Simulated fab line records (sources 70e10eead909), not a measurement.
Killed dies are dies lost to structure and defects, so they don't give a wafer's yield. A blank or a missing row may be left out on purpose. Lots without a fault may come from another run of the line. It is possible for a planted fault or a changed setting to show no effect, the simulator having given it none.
Problem report in the 8D (eight disciplines) form, filled by code | flow nand-harc | the parts of the form that need people (team, actions taken, sign-off) are left out

## 1. THE ISSUE
time-to-endpoint-s at NHARC_A_M0_CMP_23 reads a mean of 10.7 s on 2 wafers of 2 lots; wafers without a fault read 28.9 s with a standard deviation of 2.6. That is -7.0 standard deviations from the usual mean.
The step: polishes, t overpolish 20 s, target thk 113.75 nm.
Earliest sighting: wafer L888.6 on cmp-01 at day 28 08:45. The record holds 40 wafers of 14 lots with a number at this step. By rule, "out" or "out of limits" means more than 4 standard deviations away from the usual mean. Any other wafer with a number is counted as sound.

## 2. WHAT IT IS, WHAT IT ISN'T
question                    | is                 | is not
which readings at this step | time-to-endpoint-s | edge-zone-pressure-frac, motor-current-A, slurry-filter-dp-kPa
which lots                  | L888, L890         | L873, L874, L875, L876, L877, L878, L879, L880, L886, L894, L895, L896
which wafers of those lots  | L888.6, L890.6     | L888.4, L890.5
read on which tools         | cmp-01, cmp-02     | cmp-03
when                        | from day 28 08:45  | up to then (28 sound wafers); but 10 sound wafers of L890, L894, L895, L896 came after

## 3. SUSPECTS, AND WHAT RULES EACH OUT
Counting: a tool at a process step up to the reading stays a suspect if it ran every lot that is out. Sound lots after the first of them don't rule it out here, since some wafers of a struck lot are sound.
- rie-diel-01 at NHARC_A_BLC_ETCH_17 (etches the open film in N2/H2, target depth 390 nm, time 609.38 s): kept. It processed each lot that is out (first: L888, day 28 03:40); up to then, its last sound lot is L880 (day 26 03:19). NHARC_A_BLC_ETCH_17 gives no start for some lots, so the hours and the order of its lots are those of NHARC_A_BLC_CD_MEAS_19.
- pvd-sputter-01 at NHARC_A_BLC_DEGAS_30 (time 60 s): kept. It processed each lot that is out (first: L888, day 28 04:17); up to then, its last sound lot is L886 (day 27 03:55).
- ecd-cu-01 at NHARC_A_M0_ECD_22 (material Cu, target thk 400 nm): kept. It processed each lot that is out (first: L888, day 28 08:11); up to then, its last sound lot is L886 (day 27 07:45).
rie-diel-01 at NHARC_A_BLC_ETCH_17, pvd-sputter-01 at NHARC_A_BLC_DEGAS_30 and ecd-cu-01 at NHARC_A_M0_ECD_22 are what is left after counting.

## 4. THE CAUSE (what the simulator had put in)
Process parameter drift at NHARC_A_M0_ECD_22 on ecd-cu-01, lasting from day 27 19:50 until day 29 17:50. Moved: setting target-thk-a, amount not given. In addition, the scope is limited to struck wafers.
3 suspects survive the count, and this tool is in that group.

## 5. SEQUENCE OF EFFECTS, ordered by route
One row per reading whose mean, taken over the struck wafers that have a number, lies over 3 standard deviations from the usual. Readings are gone through only where the record gives a usual standard deviation; hours: the median, over the lots, of the time from a lot's start at the first step in this table giving one to that lot's start at this step; sigmas: the change measured in usual standard deviations.
hours | step              | reading            | usual  | on struck wafers | change | sigmas
0     | NHARC_A_M0_CMP_23 | time-to-endpoint-s | 28.9 s | 10.7             | -18.2  | -7.0
The process steps in it:
- NHARC_A_M0_CMP_23: polishes, t overpolish 20 s, target thk 113.75 nm.
Readings that are blank on the struck wafers while sound wafers have them: pad-life-wafers at NHARC_A_M0_CMP_23.

## 6. HOW IT WOULD HAVE BEEN CAUGHT EARLIER
The fault began at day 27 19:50; the first out-of-limits reading in this record came at day 28 08:45, 13 hours later.
Tool readings at NHARC_A_M0_ECD_22 with a usual standard deviation given in the record: none out on any struck wafer, hence no alarm at a limit of 4 standard deviations on them.
Of the lots that are out (2), L890 began NHARC_A_M0_ECD_22 on ecd-cu-01 after day 28 08:45. It would have been spared by a hold on the tool at that moment.
